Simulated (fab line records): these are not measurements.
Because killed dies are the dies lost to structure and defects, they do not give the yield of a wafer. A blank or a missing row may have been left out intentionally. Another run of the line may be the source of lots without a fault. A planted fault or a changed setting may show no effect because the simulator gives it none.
Chamber matching ; flow nand-harc ; NHARC_A_STAIRCASE_DESCUM_312 on rie-diel-11 has 4 sister chambers
The step chemistry O2, time 3 s. 4 wafers are shown with their chamber, then 8 later ones without.

WAFERS WITH THEIR CHAMBER
wafer;chamber;showerhead-plenum-p-Torr (Torr)
L080.5;2;1.97
L080.6;1;1.84
L081.4;3;1.76
L084.1;0;1.94

WAFERS WITHOUT THEIR CHAMBER
wafer;showerhead-plenum-p-Torr (Torr)
L084.2;1.97
L084.3;1.84
L087.1;1.76
L087.5;1.84
L087.6;1.97
L089.1;1.76
L089.2;1.96
L089.4;1.83

EACH ONE'S CHAMBER
wafer;from the rows above;in truth
L084.2;2;2
L084.3;1;1
L087.1;3;3
L087.5;1;1
L087.6;2;2
L089.1;3;3
L089.2;2;2
L089.4;1;1
8 of 8 placed correctly. Number that these rows cannot place: 0. Number placed wrongly: 0.
How it was worked out, from the rows above alone: a wafer's distance from a chamber is the root of the sum, over the readings, of the square of ((its reading less the chamber's mean) divided by the reading's scatter). The wafer belongs to the nearest chamber; if the next one is less than 2 further off, it can't be placed. For every chamber, the mean is computed from those of its wafers that are shown. The scatter (one wafer shown for each chamber): square how far every hidden wafer sits from the nearest shown wafer, average those squares and take the square root.
